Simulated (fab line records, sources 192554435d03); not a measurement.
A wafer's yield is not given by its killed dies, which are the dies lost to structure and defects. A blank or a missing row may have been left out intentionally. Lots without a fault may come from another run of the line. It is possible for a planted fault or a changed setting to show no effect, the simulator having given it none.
The tool behind it: which one? | flow n5Finfet | 24 lots, 72 wafers sampled, at 6 steps of a route of 1938

WHAT THE GAUGES READ, wafer by wafer
N5_MOL_CONTACT_COAG_OVL_MEAS_09.
lot  | measured     | on         | CA_OVL (nm)
L074 | day 4 16:31  | overlay-01 | -1.2 -1.4 -1.3
L075 | day 5 02:02  | overlay-02 | -0.5 -0.6 -0.5
L076 | day 5 03:35  | overlay-02 | -0.4 0.2 0.0
L077 | day 5 12:49  | overlay-02 | -0.1 0.9 -1.0
L079 | day 5 21:15  | overlay-01 | 0.1 0.7 0.2
L078 | day 5 23:53  | overlay-01 | -1.2 0.5 -1.0
L080 | day 6 07:08  | overlay-02 | -0.2 0.4 -0.2
L081 | day 6 14:25  | overlay-01 | -0.1 -1.0 -0.5
L082 | day 6 23:55  | overlay-02 | 0.8 0.4 1.1
L083 | day 7 01:12  | overlay-02 | 0.8 0.2 0.1
L084 | day 7 07:28  | overlay-01 | -0.2 0.0 -0.4
L085 | day 7 22:01  | overlay-01 | 0.3 0.8 -0.8
L086 | day 7 22:04  | overlay-02 | 0.1 0.0 -0.2
L087 | day 8 00:08  | overlay-02 | -0.2 -0.2 -0.5
L088 | day 8 09:05  | overlay-01 | -1.0 -0.8 -0.3
L089 | day 8 13:29  | overlay-02 | -0.6 -1.8 -1.6
L090 | day 8 22:56  | overlay-01 | 0.3 -0.6 -0.8
L091 | day 9 04:07  | overlay-01 | -1.4 -0.7 -1.1
L092 | day 9 05:18  | overlay-02 | -0.5 -0.1 0.2
L093 | day 9 14:50  | overlay-02 | -0.7 -0.5 -1.2
L094 | day 9 17:12  | overlay-01 | -0.5 -0.5 0.4
L095 | day 10 01:44 | overlay-02 | 1.1 -0.3 -0.4
L096 | day 10 05:57 | overlay-02 | -1.7 -1.6 -0.8
L097 | day 10 12:09 | overlay-02 | -1.1 -0.4 -1.4

WHAT TOOL EACH LOT RAN ON (gives the tool, then ch and the chambers of the sampled wafers, and finally the start)
lot  | N5_GATE_CUT_STRIP_59              | N5_GATE_CUT_SAC_CAP_01           | N5_GATE_CUT_PECVD_57           | N5_GATE_CUT_VAPOR_ETCH_51        | N5_GATE_CUT_CMP_61
L074 | rieDiel-02 ch 0,2, day 4 09:14    | aldSin-04 ch 0,2, day 4 09:27    | pecvd-04 ch 0,1,2, day 4 11:38 | rieMetal-03 ch 0,1, day 4 13:09  | cmp-02 ch 0,1,2, day 4 15:50
L075 | rieDiel-04 ch 0,1,2, day 4 17:09  | aldSin-03 ch 2,3, day 4 18:27    | pecvd-02 ch 1,2, day 4 20:39   | rieMetal-01 ch 0,1, day 4 22:16  | cmp-02 ch 0,1,3, day 5 01:31
L076 | rieDiel-02 ch 0,1,2, day 4 19:41  | aldSin-04 ch 0,1,3, day 4 20:21  | pecvd-03 ch 0,1,2, day 4 22:32 | rieMetal-03 ch 0,1, day 5 00:24  | cmp-04 ch 1,2,3, day 5 02:56
L077 | rieDiel-04 ch 0,1,2, day 5 05:38  | aldSin-04 ch 1,2,3, day 5 05:52  | pecvd-03 ch 1,2, day 5 08:03   | rieMetal-02 ch 0,1, day 5 09:44  | cmp-02 ch 0,1,3, day 5 12:15
L079 | rieDiel-04 ch 0,1,3, day 5 14:10  | aldSin-02 ch 0,2, day 5 14:22    | pecvd-04 ch 0,2, day 5 16:34   | rieMetal-02 ch 0, day 5 18:11    | cmp-04 ch 2,3, day 5 20:41
L078 | rieDiel-01 ch 1,2,3, day 5 16:50  | aldSin-03 ch 0,1,2, day 5 17:03  | pecvd-04 ch 0,1, day 5 19:14   | rieMetal-02 ch 0,1, day 5 20:46  | cmp-01 ch 0,1,2, day 5 23:21
L080 | rieDiel-04 ch 0,1,3, day 5 23:13  | aldSin-03 ch 0,1,2, day 5 23:26  | pecvd-03 ch 0,1, day 6 01:38   | rieMetal-03 ch 0, day 6 03:31    | cmp-02 ch 1,2,3, day 6 06:34
L081 | rieDiel-01 ch 1,2, day 6 07:08    | aldSin-04 ch 1,2, day 6 07:21    | pecvd-03 ch 0,1,2, day 6 09:32 | rieMetal-03 ch 0, day 6 11:19    | cmp-04 ch 0,1,2, day 6 13:51
L082 | rieDiel-02 ch 2,3, day 6 16:19    | aldSin-04 ch 1,2,3, day 6 16:31  | pecvd-04 ch 0,1, day 6 18:43   | rieMetal-03 ch 0, day 6 20:36    | cmp-04 ch 0,1,3, day 6 23:21
L083 | rieDiel-02 ch 0,2, day 6 17:29    | aldSin-02 ch 2,3, day 6 17:41    | pecvd-03 ch 0,1,2, day 6 19:53 | rieMetal-02 ch 0,1, day 6 21:53  | cmp-02 ch 0,1,3, day 7 00:40
L084 | rieDiel-01 ch 0,2, day 6 23:25    | aldSin-04 ch 1,2,3, day 6 23:46  | pecvd-03 ch 0,1,2, day 7 01:57 | rieMetal-02 ch 0,1, day 7 03:27  | cmp-04 ch 0,3, day 7 06:07
L085 | rieDiel-01 ch 0,3, day 7 06:05    | aldSin-04 ch 1,2,3, day 7 06:18  | pecvd-02 ch 0,1,2, day 7 08:29 | rieMetal-02 ch 0,1, day 7 10:00  | cmp-04 ch 1,3, day 7 12:32
L086 | rieDiel-04 ch 0,3, day 7 14:40    | aldSin-02 ch 0,2,3, day 7 15:58  | pecvd-03 ch 0,1,2, day 7 17:05 | rieMetal-02 ch 0,1, day 7 18:37  | cmp-02 ch 0,1,2, day 7 21:23
L087 | rieDiel-01 ch 0,2,3, day 7 16:58  | aldSin-04 ch 1,3, day 7 17:11    | pecvd-03 ch 0,1,2, day 7 19:24 | rieMetal-01 ch 0,1, day 7 21:05  | cmp-02 ch 1,2,3, day 7 23:37
L088 | rieDiel-01 ch 0,3, day 8 01:50    | aldSin-03 ch 0,2, day 8 02:02    | pecvd-04 ch 1,2, day 8 04:14   | rieMetal-01 ch 0,1, day 8 05:53  | cmp-01 ch 0,1,3, day 8 08:23
L089 | rieDiel-01 ch 0,1,2, day 8 06:13  | aldSin-04 ch 0,1, day 8 06:43    | pecvd-04 ch 0,2, day 8 08:55   | rieMetal-01 ch 0,1, day 8 10:26  | cmp-01 ch 2,3, day 8 12:56
L090 | rieDiel-01 ch 0,2, day 8 14:41    | aldSin-04 ch 0,1,2, day 8 14:54  | pecvd-03 ch 1,2, day 8 17:06   | rieMetal-02 ch 0,1, day 8 18:48  | cmp-04 ch 1,2,3, day 8 22:26
L091 | rieDiel-04 ch 0,1,2, day 8 17:22  | aldSin-02 ch 0,1,2, day 8 17:55  | pecvd-02 ch 1,2, day 8 20:06   | rieMetal-03 ch 0,1, day 8 21:55  | cmp-01 ch 0,2,3, day 9 03:25
L092 | rieDiel-04 ch 0,2,3, day 8 21:40  | aldSin-02 ch 0,1,2, day 8 22:34  | pecvd-04 ch 0,2, day 9 00:45   | rieMetal-01 ch 0,1, day 9 02:15  | cmp-04 ch 1,2,3, day 9 04:44
L093 | rieDiel-02 ch 0,1,3, day 9 07:26  | aldSin-02 ch 0,2,3, day 9 07:39  | pecvd-03 ch 0,1,2, day 9 09:51 | rieMetal-03 ch 0,1, day 9 11:47  | cmp-04 ch 1,2,3, day 9 14:20
L094 | rieDiel-04 ch 0,2, day 9 09:35    | aldSin-04 ch 1,2,3, day 9 09:52  | pecvd-02 ch 1,2, day 9 12:03   | rieMetal-02 ch 0,1, day 9 14:01  | cmp-02 ch 1,3, day 9 16:31
L095 | rieDiel-04 ch 0,2,3, day 9 18:45  | aldSin-03 ch 0,1, day 9 18:58    | pecvd-04 ch 0,1,2, day 9 21:10 | rieMetal-02 ch 0,1, day 9 22:40  | cmp-01 ch 0,2,3, day 10 01:13
L096 | rieDiel-01 ch 0,1,3, day 9 22:21  | aldSin-04 ch 0,1,2, day 9 22:34  | pecvd-02 ch 0,2, day 10 00:47  | rieMetal-01 ch 0,1, day 10 02:44 | cmp-02 ch 1,2,3, day 10 05:14
L097 | rieDiel-04 ch 1,2,3, day 10 04:53 | aldSin-03 ch 0,2,3, day 10 05:07 | pecvd-02 ch 0,1, day 10 07:19  | rieMetal-03 ch 0,1, day 10 09:05 | cmp-02 ch 1,2, day 10 11:35
- N5_GATE_CUT_STRIP_59: strips in N2/H2, time 20 s.
- N5_GATE_CUT_SAC_CAP_01: material SiNx, target thk 24 nm, pulse time 1 s, ald cycles 480.
- N5_GATE_CUT_PECVD_57: deposits SiNx from SiH4/NH3/N2, target thk 21 nm.
- N5_GATE_CUT_VAPOR_ETCH_51: etches HfO2 in BCl3/Cl2.
- N5_GATE_CUT_CMP_61: polishes, stops on SiNx, t overpolish 3 s.

AS READ BY THE TOOLS THEMSELVES (means over the sampled wafers that have a number; for cases with no such wafer, the mark the record gives instead)
N5_GATE_CUT_STRIP_59.
lot  | tool       | drypumpMotorCurrentA (A) | oesProductAu (a.u.) | rfVppV (V) | showerheadPlenumPTorr (Torr) | throttleValvePct (%)
L074 | rieDiel-02 | 6.0                      | 0.76                | 44.7       | 3.33                         | 12.30
L075 | rieDiel-04 | 5.2                      | 0.81                | 45.7       | 3.44                         | 12.18
L076 | rieDiel-02 | 5.8                      | 0.73                | 45.0       | 3.31                         | 12.34
L077 | rieDiel-04 | 5.2                      | 0.80                | 45.5       | 3.44                         | 12.18
L079 | rieDiel-04 | 5.1                      | 0.77                | 45.6       | 3.33                         | 12.25
L078 | rieDiel-01 | 5.5                      | 0.77                | 45.7       | 3.33                         | 12.20
L080 | rieDiel-04 | 5.1                      | 0.77                | 45.1       | 3.33                         | 12.27
L081 | rieDiel-01 | 5.7                      | 0.79                | 44.9       | 3.34                         | 12.31
L082 | rieDiel-02 | 5.9                      | 0.74                | 44.5       | 3.40                         | 12.33
L083 | rieDiel-02 | 5.9                      | 0.74                | 45.6       | 3.32                         | 12.34
L084 | rieDiel-01 | 5.6                      | 0.88                | 45.3       | 3.35                         | 11.72
L085 | rieDiel-01 | 5.7                      | 0.79                | 46.4       | 3.39                         | 11.97
L086 | rieDiel-04 | 5.1                      | 0.72                | 44.7       | 3.41                         | 12.30
L087 | rieDiel-01 | 5.5                      | 0.79                | 45.5       | 3.35                         | 11.96
L088 | rieDiel-01 | 5.5                      | 0.73                | 44.9       | 3.35                         | 12.19
L089 | rieDiel-01 | 5.7                      | 0.81                | 44.9       | 3.35                         | 12.06
L090 | rieDiel-01 | 5.6                      | 0.85                | 44.5       | 3.34                         | 11.74
L091 | rieDiel-04 | 5.2                      | 0.79                | 44.5       | 3.43                         | 12.24
L092 | rieDiel-04 | 5.2                      | 0.82                | 45.9       | 3.54                         | 12.08
L093 | rieDiel-02 | 5.8                      | 0.78                | 45.7       | 3.50                         | 12.24
L094 | rieDiel-04 | 5.3                      | 0.75                | 46.3       | 3.51                         | 12.25
L095 | rieDiel-04 | 5.2                      | 0.81                | 45.3       | 3.54                         | 12.10
L096 | rieDiel-01 | 5.7                      | 0.83                | 45.7       | 3.36                         | 12.09
L097 | rieDiel-04 | 5.3                      | 0.83                | 45.2       | 3.46                         | 12.07

N5_GATE_CUT_SAC_CAP_01.
lot  | tool      | heaterPowerW (W) | precursorPulseHeightRel
L074 | aldSin-04 | 929              | 0.997
L075 | aldSin-03 | 798              | 1.020
L076 | aldSin-04 | 825              | 0.976
L077 | aldSin-04 | 856              | 1.002
L079 | aldSin-02 | 1049             | 0.997
L078 | aldSin-03 | 859              | 1.001
L080 | aldSin-03 | 868              | 0.971
L081 | aldSin-04 | 813              | 1.007
L082 | aldSin-04 | 873              | 1.010
L083 | aldSin-02 | 879              | 1.000
L084 | aldSin-04 | 863              | 1.001
L085 | aldSin-04 | 872              | 0.986
L086 | aldSin-02 | 967              | 1.006
L087 | aldSin-04 | 790              | 1.022
L088 | aldSin-03 | 863              | 0.998
L089 | aldSin-04 | 820              | 1.002
L090 | aldSin-04 | 871              | 0.997
L091 | aldSin-02 | 940              | 0.989
L092 | aldSin-02 | 940              | 0.987
L093 | aldSin-02 | 963              | 1.006
L094 | aldSin-04 | 864              | 1.021
L095 | aldSin-03 | 867              | 0.978
L096 | aldSin-04 | 864              | 1.005
L097 | aldSin-03 | 834              | 1.021

N5_GATE_CUT_PECVD_57.
lot  | tool     | heaterPowerW (W) | showerheadPlenumPTorr (Torr) | throttleValvePct (%)
L074 | pecvd-04 | 831              | 5.09                         | 38.0
L075 | pecvd-02 | 765              | 5.12                         | 40.3
L076 | pecvd-03 | 702              | 5.14                         | 38.6
L077 | pecvd-03 | 809              | 5.20                         | 38.9
L079 | pecvd-04 | 778              | 5.14                         | 37.1
L078 | pecvd-04 | 727              | 5.02                         | 39.8
L080 | pecvd-03 | 783              | 5.18                         | 38.4
L081 | pecvd-03 | 726              | 5.14                         | 38.7
L082 | pecvd-04 | 756              | 5.01                         | 40.0
L083 | pecvd-03 | 743              | 5.13                         | 38.7
L084 | pecvd-03 | 724              | 5.13                         | 38.8
L085 | pecvd-02 | 761              | 5.11                         | 39.8
L086 | pecvd-03 | 765              | 5.13                         | 38.6
L087 | pecvd-03 | 758              | 5.14                         | 38.7
L088 | pecvd-04 | 917              | 5.10                         | 37.8
L089 | pecvd-04 | 755              | 5.13                         | 37.5
L090 | pecvd-03 | 783              | 5.20                         | 38.9
L091 | pecvd-02 | 813              | 5.12                         | 40.3
L092 | pecvd-04 | 722              | 5.07                         | 39.3
L093 | pecvd-03 | 719              | 5.13                         | 38.8
L094 | pecvd-02 | 806              | 5.13                         | 40.4
L095 | pecvd-04 | 838              | 5.09                         | 38.5
L096 | pecvd-02 | 703              | 5.07                         | 39.6
L097 | pecvd-02 | 674              | 5.15                         | 40.2

N5_GATE_CUT_VAPOR_ETCH_51.
lot  | tool        | drypumpMotorCurrentA (A) | oesProductAu (a.u.)
L074 | rieMetal-03 | 5.88                     | 0.79
L075 | rieMetal-01 | 5.91                     | 0.76
L076 | rieMetal-03 | 5.86                     | 0.78
L077 | rieMetal-02 | 6.00                     | 0.81
L079 | rieMetal-02 | 5.71                     | 0.94
L078 | rieMetal-02 | 5.99                     | 0.80
L080 | rieMetal-03 | 5.77                     | 0.87
L081 | rieMetal-03 | 5.80                     | 0.87
L082 | rieMetal-03 | 5.78                     | 0.86
L083 | rieMetal-02 | 5.85                     | 0.85
L084 | rieMetal-02 | 5.83                     | 0.85
L085 | rieMetal-02 | 5.84                     | 0.86
L086 | rieMetal-02 | 6.00                     | 0.78
L087 | rieMetal-01 | 5.67                     | 0.73
L088 | rieMetal-01 | 5.92                     | 0.75
L089 | rieMetal-01 | 5.66                     | 0.73
L090 | rieMetal-02 | 5.98                     | 0.77
L091 | rieMetal-03 | 5.95                     | 0.90
L092 | rieMetal-01 | 5.90                     | 0.74
L093 | rieMetal-03 | 5.89                     | 0.87
L094 | rieMetal-02 | 5.98                     | 0.77
L095 | rieMetal-02 | 5.97                     | 0.77
L096 | rieMetal-01 | 5.66                     | 0.73
L097 | rieMetal-03 | 5.93                     | 0.89

N5_GATE_CUT_CMP_61.
lot  | tool   | motorCurrentA (A)
L074 | cmp-02 | 12.2
L075 | cmp-02 | 12.1
L076 | cmp-04 | 12.5
L077 | cmp-02 | 12.0
L079 | cmp-04 | 12.7
L078 | cmp-01 | 12.8
L080 | cmp-02 | 11.9
L081 | cmp-04 | 12.8
L082 | cmp-04 | 12.2
L083 | cmp-02 | 12.0
L084 | cmp-04 | 12.0
L085 | cmp-04 | 12.8
L086 | cmp-02 | 12.5
L087 | cmp-02 | 12.0
L088 | cmp-01 | 12.8
L089 | cmp-01 | 13.5
L090 | cmp-04 | 12.5
L091 | cmp-01 | 13.0
L092 | cmp-04 | 12.5
L093 | cmp-04 | 12.3
L094 | cmp-02 | 11.5
L095 | cmp-01 | 13.0
L096 | cmp-02 | 11.5
L097 | cmp-02 | 11.9

THE ANSWER, worked out from the rows above alone
Rule: the lots themselves supply what counts as usual. Put in order of their means at a reading, lots are off if they are a third of the lots or fewer, leave a main group of 4 or more, and stand apart from it by a gap of 3 or more times the standard deviation of the main group's means; of several such gaps the widest counts. Not used: any main group whose means are identical at the precision the tables above print for the reading. A lot without any number at a reading at which 4 lots or more have one is off too. All remaining lots with rows at the step are treated as sound. After the gauges, taken in route order, come the tools' own readings; for these a lot's mean is taken, as printed above. At the first step where some lot is off, the reading lying furthest off is the one used; lots without a number count as furthest.
No lot is off on any of the readings shown, so nothing can be concluded from this.

WHAT THE SIMULATOR PUT IN
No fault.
